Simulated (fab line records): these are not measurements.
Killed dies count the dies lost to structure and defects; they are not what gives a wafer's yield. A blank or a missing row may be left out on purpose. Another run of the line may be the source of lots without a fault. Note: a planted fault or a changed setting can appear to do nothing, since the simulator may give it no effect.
Which tool was responsible? ; flow n5 finfet ; 72 wafers from 24 lots sampled at 3 of the route's 1938 steps

== WHAT EACH GAUGE READ, for each wafer ==
N5_HKMG_FIN_THK_MEAS_70: measures by xrf.
lot;measured;on;HK_THK (nm)
L074;day 4 02:08;film metro-02;1.599 1.649 1.631
L075;day 4 11:41;film metro-01;1.589 1.602 1.598
L076;day 4 14:42;film metro-02;1.605 1.579 1.547
L077;day 4 21:55;film metro-02;1.586 1.572 1.585
L078;day 5 03:19;film metro-02;1.588 1.589 1.572
L079;day 5 10:10;film metro-02;1.636 1.621 1.596
L080;day 5 14:44;film metro-01;1.593 1.600 1.587
L081;day 5 20:03;film metro-02;1.562 1.598 1.603
L082;day 6 01:58;film metro-01;1.593 1.595 1.613
L083;day 6 06:41;film metro-02;1.623 1.635 1.627
L084;day 6 14:33;film metro-02;1.594 1.608 1.604
L085;day 6 21:34;film metro-02;1.585 1.573 1.601
L086;day 7 04:28;film metro-02;1.593 1.576 1.592
L087;day 7 10:42;film metro-02;1.602 1.596 1.598
L088;day 7 16:56;film metro-02;1.596 1.632 1.550
L089;day 7 20:04;film metro-02;1.608 1.613 1.586
L090;day 8 03:37;film metro-02;1.579 1.586 1.579
L091;day 8 09:01;film metro-02;1.617 1.610 1.597
L092;day 8 13:24;film metro-02;1.604 1.550 1.570
L093;day 8 18:23;film metro-02;1.573 1.586 1.571
L094;day 9 01:18;film metro-02;1.569 1.594 1.598
L095;day 9 09:32;film metro-02;1.636 1.642 1.609
L096;day 9 15:50;film metro-02;1.580 1.606 1.601
L097;day 9 22:19;film metro-01;1.587 1.597 1.611

N5_HKMG_FIN_INSPECT_28: inspects for defects (darkfield).
lot;measured;on;raw defect count
L074;day 4 07:30;defect inspect-02;49 37 62
L075;day 4 18:00;defect inspect-01;26 77 49
L076;day 4 20:49;defect inspect-02;38 34 55
L077;day 5 04:05;defect inspect-02;32 58 56
L078;day 5 09:07;defect inspect-02;52 28 38
L079;day 5 15:23;defect inspect-02;27 92 43
L080;day 5 20:14;defect inspect-02;45 30 33
L081;day 6 01:17;defect inspect-01;53 45 79
L082;day 6 07:12;defect inspect-02;37 34 38
L083;day 6 12:07;defect inspect-01;44 32 47
L084;day 6 20:05;defect inspect-01;55 56 28
L085;day 7 02:56;defect inspect-02;53 49 47
L086;day 7 10:07;defect inspect-02;68 53 21
L087;day 7 16:10;defect inspect-01;33 15 23
L088;day 7 22:10;defect inspect-02;18 30 37
L089;day 8 01:34;defect inspect-01;21 18 23
L090;day 8 09:31;defect inspect-02;43 46 27
L091;day 8 14:31;defect inspect-01;69 37 22
L092;day 8 18:48;defect inspect-01;27 17 14
L093;day 9 00:14;defect inspect-01;52 39 73
L094;day 9 06:41;defect inspect-02;19 19 20
L095;day 9 15:14;defect inspect-02;22 78 45
L096;day 9 21:04;defect inspect-01;43 27 38
L097;day 10 03:49;defect inspect-01;66 39 50

== EACH LOT AND THE TOOL THAT RAN IT (in order: tool; ch and the chambers of the sampled wafers; start) ==
lot;N5_HKMG_FIN_ALD_91
L074;ald metal-01 ch 1,2,3, day 4 03:58
L075;ald metal-04 ch 0,1,2, day 4 14:12
L076;ald metal-01 ch 0,2,3, day 4 17:04
L077;ald metal-01 ch 2,3, day 5 00:17
L078;ald metal-03 ch 0,2,3, day 5 05:37
L079;ald metal-03 ch 1,2, day 5 11:59
L080;ald metal-03 ch 2,3, day 5 16:38
L081;ald metal-01 ch 0,2, day 5 21:52
L082;ald metal-01 ch 0,1,3, day 6 03:48
L083;ald metal-01 ch 2,3, day 6 08:37
L084;ald metal-01 ch 0,2, day 6 16:34
L085;ald metal-04 ch 1,2,3, day 6 23:31
L086;ald metal-04 ch 1,2,3, day 7 06:25
L087;ald metal-04 ch 1,2,3, day 7 12:38
L088;ald metal-04 ch 0,1, day 7 18:45
L089;ald metal-04 ch 1,3, day 7 22:01
L090;ald metal-04 ch 0,2,3, day 8 05:34
L091;ald metal-04 ch 0,2,3, day 8 10:58
L092;ald metal-04 ch 2,3, day 8 15:20
L093;ald metal-01 ch 0,2, day 8 20:49
L094;ald metal-03 ch 0,3, day 9 03:07
L095;ald metal-04 ch 0,2,3, day 9 11:28
L096;ald metal-04 ch 1,2, day 9 17:39
L097;ald metal-03 ch 0,1,2, day 10 00:16
- N5_HKMG_FIN_ALD_91: deposits TiN, target thk 1 nm, pulse time 1 s, purge time 3 s.

== AS READ BY THE TOOLS THEMSELVES (means over the sampled wafers that have a number; for cases with no such wafer, the mark the record gives instead) ==
N5_HKMG_FIN_ALD_91.
lot;tool;heater power w (W);precursor pulse height rel
L074;ald metal-01;916;1.000
L075;ald metal-04;873;0.990
L076;ald metal-01;816;0.996
L077;ald metal-01;818;0.982
L078;ald metal-03;845;1.013
L079;ald metal-03;850;1.008
L080;ald metal-03;864;0.991
L081;ald metal-01;808;0.998
L082;ald metal-01;921;0.997
L083;ald metal-01;809;1.013
L084;ald metal-01;802;1.001
L085;ald metal-04;836;0.983
L086;ald metal-04;833;1.000
L087;ald metal-04;825;1.016
L088;ald metal-04;974;0.990
L089;ald metal-04;905;1.003
L090;ald metal-04;931;0.989
L091;ald metal-04;938;1.000
L092;ald metal-04;901;0.996
L093;ald metal-01;813;1.015
L094;ald metal-03;834;0.996
L095;ald metal-04;939;1.005
L096;ald metal-04;764;1.006
L097;ald metal-03;829;1.000

== THE ANSWER, worked out from the rows above alone ==
Rule: the usual values come from the lots themselves. Put in order of their means at a reading, lots are off if they are a third of the lots or fewer, leave a main group of 4 or more, and stand apart from it by a gap of 3 or more times the standard deviation of the main group's means; of several such gaps the widest counts. A main group is skipped when, at the precision printed for the reading in the tables above, its means are all equal. Also off: a lot with no number at a reading for which 4 or more lots have one. Any other lot the step has rows for is counted as sound. After the gauges, taken in route order, come the tools' own readings; for these a lot's mean is taken, as printed above. The first step at which some lot is off is used, and at that step the reading that is off furthest; a lot without a number counts as furthest.
No lot is off on any of the readings shown, so nothing can be concluded from this.

== WHAT THE SIMULATOR HAD INSERTED ==
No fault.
